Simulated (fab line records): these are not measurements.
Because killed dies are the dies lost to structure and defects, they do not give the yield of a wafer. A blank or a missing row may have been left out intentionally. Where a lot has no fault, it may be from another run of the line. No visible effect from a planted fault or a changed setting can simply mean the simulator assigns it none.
Code-filled problem report in 8D (eight disciplines) form :: flow nand harc :: the parts of the form that need people (team, actions taken, sign-off) are left out

1. THE PROBLEM
Wafers with no fault read 25 with a standard deviation of 9.8, whereas killed at array at NHARC_END_SORT_01 reads a mean of 579 on 1 wafer of 1 lot. Measured from the usual mean, that is +57 standard deviations.
Seen first at day 24 23:33 on prober-01, wafer L836.6. The record holds 3 wafers of 1 lot with a number at this step. The rule behind "out" and "out of limits": a value lying over 4 standard deviations away from the usual mean. Any other wafer with a number is counted as sound.

2. WHAT IT IS AND WHAT IT IS NOT
question: which readings at this step
is: killed at array, killed dies
is not: killed at other, killed at periphery, killed open, killed short

question: which lots
is: L836
is not: -

question: which wafers of those lots
is: L836.6
is not: L836.1, L836.3

question: read on which gauges
is: prober-01
is not: -

question: when
is: from day 24 23:33
is not: up to then (2 sound wafers)

3. THE SUSPECTS, EACH WITH WHAT RULES IT OUT
Counting: any tool at a process step up to the reading remains a suspect provided it ran every lot that is out. Sound lots after the first of them don't rule it out here, since some wafers of a struck lot are sound.
- the gauge at NHARC_END_SORT_01: ruled out. All the wafers that are out were read on prober-01, but those of them that NHARC_A_STAIRCASE_TRIM_202 has rows for are out there too, on other tools.
- rie diel-05 at NHARC_A_STAIRCASE_TRIM_191 (chemistry O2, time 211.2 s): kept. It ran the lot that is out, L836 (day 15 02:41). Because NHARC_A_STAIRCASE_TRIM_191 lacks a start for some lots, the hours and order of its lots are taken from NHARC_A_STAIRCASE_TRIM_202.
- rie diel-04 at NHARC_A_STAIRCASE_ETCH_199 (etches the open film in C4F8/O2, target depth 100 nm, time 40.5 s): kept. It ran the lot that is out, L836 (day 15 02:41). Because NHARC_A_STAIRCASE_ETCH_199 lacks a start for some lots, the hours and order of its lots are taken from NHARC_A_STAIRCASE_TRIM_202.
- rie diel-04 at NHARC_A_STAIRCASE_TRIM_202 (chemistry O2, time 211.2 s): kept. It ran the lot that is out, L836 (day 15 02:41). Its own run length s readings are out on those wafers.
- plasma asher-01 at NHARC_A_STAIRCASE_STRIP_205 (strips in O2): kept. It ran the lot that is out, L836 (day 15 03:05).
- In rie diel-05 at NHARC_A_STAIRCASE_TRIM_191, the wafers that are out were processed in chamber 0 and their sound lot-mates in chambers 2, 3.
- In rie diel-04 at NHARC_A_STAIRCASE_TRIM_202, the wafers that are out were processed in chamber 0 and their sound lot-mates in chambers 1, 3.
Left after counting: rie diel-05 at NHARC_A_STAIRCASE_TRIM_191, rie diel-04 at NHARC_A_STAIRCASE_ETCH_199, rie diel-04 at NHARC_A_STAIRCASE_TRIM_202, plasma asher-01 at NHARC_A_STAIRCASE_STRIP_205.

4. THE CAUSE (what the simulator had put in)
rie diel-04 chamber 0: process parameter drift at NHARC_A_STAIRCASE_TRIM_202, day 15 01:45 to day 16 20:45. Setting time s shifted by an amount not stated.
Counting left 4 suspects, and this tool is among them.

5. SEQUENCE OF EFFECTS, ordered by route
Each row: a reading whose mean over the struck wafers that have a number lies more than 3 standard deviations from the usual. Scope: only readings with a usual standard deviation given in the record; hours: median across lots of the time from each lot's start at the first step in this table that gives one to its start at this step; sigmas: change in usual standard deviations.
hours: 0
step: NHARC_A_STAIRCASE_TRIM_202
reading: run length s
usual: 232.4 s
on struck wafers: 155.4
change: -77.0
sigmas: -99 or more

hours: 237
step: NHARC_END_SORT_01
reading: killed at array
usual: 25
on struck wafers: 579
change: +554
sigmas: +57

hours: 237
step: NHARC_END_SORT_01
reading: killed dies
usual: 29
on struck wafers: 583
change: +554
sigmas: +55
The process steps in it:
- NHARC_A_STAIRCASE_TRIM_202: chemistry O2, time 211.2 s.

6. WHAT WOULD HAVE CAUGHT IT SOONER
In this record the first reading out of limits at a measuring or inspecting step was taken at day 24 23:33, 238 hours after the fault began at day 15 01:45.
The tool's own readings at NHARC_A_STAIRCASE_TRIM_202 were out on every struck wafer that the step has a row for (run length s): an alarm limit on them would have fired on the first of those.
Lots out: 1; all had begun NHARC_A_STAIRCASE_TRIM_202 on rie diel-04 by day 24 23:33. A hold on the tool at that time would have spared none of them.
